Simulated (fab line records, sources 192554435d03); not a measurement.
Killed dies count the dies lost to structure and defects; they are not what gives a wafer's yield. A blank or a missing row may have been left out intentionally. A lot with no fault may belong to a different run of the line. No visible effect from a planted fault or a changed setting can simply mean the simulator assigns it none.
Struck lot and sound lot, side by side | flow n5 finfet | 35 out of 1938 route steps
Sound: wafers L393.1, L393.2, L393.5. The struck wafers were L378.3, L378.4, L378.5. The cause comes at the end.
For every step that has rows: the tool of each side, followed by ch and its chambers, followed by its first start. Under that, the readings that differ: sound wafers | struck wafers | difference of the means | sigmas: that difference in standard deviations of wafers without a fault.
alike: words and numbers the same on both sides, and readings whose means are apart by under 2 such deviations; not compared: readings that were withheld, readings missing a value for some wafer, numbers with overlapping values and no deviation given by the record, and bounds like >300 which may hide the same value.
Wherever a step has rows on one side only, a row that says differs or no value, or a row with sigmas, the two part there. When numbers do not overlap yet have no deviation, they are printed without sigmas and do not part them. A reading that every wafer of one side lacks parts them only if that side has two wafers or more.

first, 8 steps without rows for these wafers: N5_BEOL_M9_SPUTTER_48 (material Cu, target thk 12 nm, time 2 s); N5_BEOL_M9_ECD_50 (material Cu, target thk 318 nm); N5_BEOL_M9_ANNEAL_51 (time 90 s); N5_BEOL_M9_CMP_52 (polishes, stops on SiCOH lowk, t overpolish 7 s, target thk 140 nm); N5_BEOL_M9_PRE_CLEAN_55 (time 15 s); N5_BEOL_M9_DEP_56 (deposits SiCN from 3MS/NH3, target thk 15 nm, time 26.5 s); N5_BEOL_M10_ILD_DEP_00 (deposits SiCOH lowk from DEMS/porogen, target thk 308.51 nm, time 58 s); N5_BEOL_M10_CURE_71 (cures SiCOH lowk, time 240 s).
N5_BEOL_M10_PECVD_70: deposits SiO2 from TEOS/O2, target thk 20 nm, time 22.7 s.
  sound on pecvd-01 ch 1,2, day 15 12:07; struck on pecvd-01 ch 0,1,2, day 11 19:53
  reading                                     | sound             | struck         | difference                    | sigmas
  rf fwd power W (W)                          | 443.7 446.2 443.5 | - - -          | no value on the struck wafers |
  model.SiO2_of_BEOL_M10_PECVD_70.thk nm (nm) | 20 19.6 20        | 18.8 18.8 18.8 | -1.1                          |
  alike: heater power outer w, heater power w, showerhead plenum p Torr, showerhead vpp V, throttle valve pct
then, 24 steps without rows for these wafers: N5_BEOL_M10_HM_DEP_02 (deposits TiN, target thk 20 nm); N5_BEOL_M10_COAT_59 (time 60 s, resist thk 100 nm); N5_BEOL_M10_COAT_60 (time 60 s, resist thk 30 nm); N5_BEOL_M10_COAT_05 (resist thk 90 nm); N5_BEOL_M10_EBR_07; N5_BEOL_M10_SOFTBAKE_06 (time 60 s); N5_BEOL_M10_EXPOSE_08 (exposes mask M10); N5_BEOL_M10_PEB_09 (peb time 60 s); N5_BEOL_M10_DEVELOP_10 (develop time 30 s); N5_BEOL_M10_DESCUM_16 (chemistry O2, time 7.9 s); N5_BEOL_M10_ETCH_61 (etches SiARC in CF4, target depth 39 nm, time 65 s); N5_BEOL_M10_ETCH_62 (etches SOC in N2/H2, target depth 110 nm, overetch 22 nm, time 165 s); N5_BEOL_M10_STRIP_68 (strips in N2/H2); N5_BEOL_M10_STRIP_67 (strips in CF4); N5_BEOL_M10_HM_OPEN_17 (chemistry Cl2/BCl3, target TiN, target depth 20 nm, overetch 6 nm); N5_BEOL_M10_STRIP_19 (strips in O2); N5_BEOL_M10_COAT_63 (time 60 s, resist thk 100 nm); N5_BEOL_M10_COAT_64 (time 60 s, resist thk 30 nm); N5_BEOL_M10_COAT_22 (resist thk 90 nm); N5_BEOL_M10_EBR_24; N5_BEOL_M10_SOFTBAKE_23 (time 60 s); N5_BEOL_M10_EXPOSE_25 (exposes mask V9); N5_BEOL_M10_PEB_26 (peb time 60 s); N5_BEOL_M10_DEVELOP_27 (develop time 30 s).
N5_BEOL_M10_HM_STRIP_39: strips TiN in peroxide tin strip, target depth 25 nm, time 158 s.
  sound on wet bench-02 ch 0,2,4, day 15 20:54; struck on wet bench-05 ch 0,1,5, day 12 00:09
  reading                                     | sound        | struck         | difference | sigmas
  model.SiO2_of_BEOL_M10_PECVD_70.thk nm (nm) | 20 19.4 19.8 | 18.6 18.6 18.6 | -1.1       |
N5_PASSIVATION_PROBE_49:
  rows exist in the record for the sound wafers here (prober-01, day 18 10:34), none for the struck ones

== WHERE THEY PART ==
At N5_BEOL_M10_PECVD_70 first; at N5_PASSIVATION_PROBE_49 last (within this record only).

WHY: whatever the simulator had introduced
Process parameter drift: pecvd-01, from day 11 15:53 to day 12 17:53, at N5_BEOL_M10_PECVD_70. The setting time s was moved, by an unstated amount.
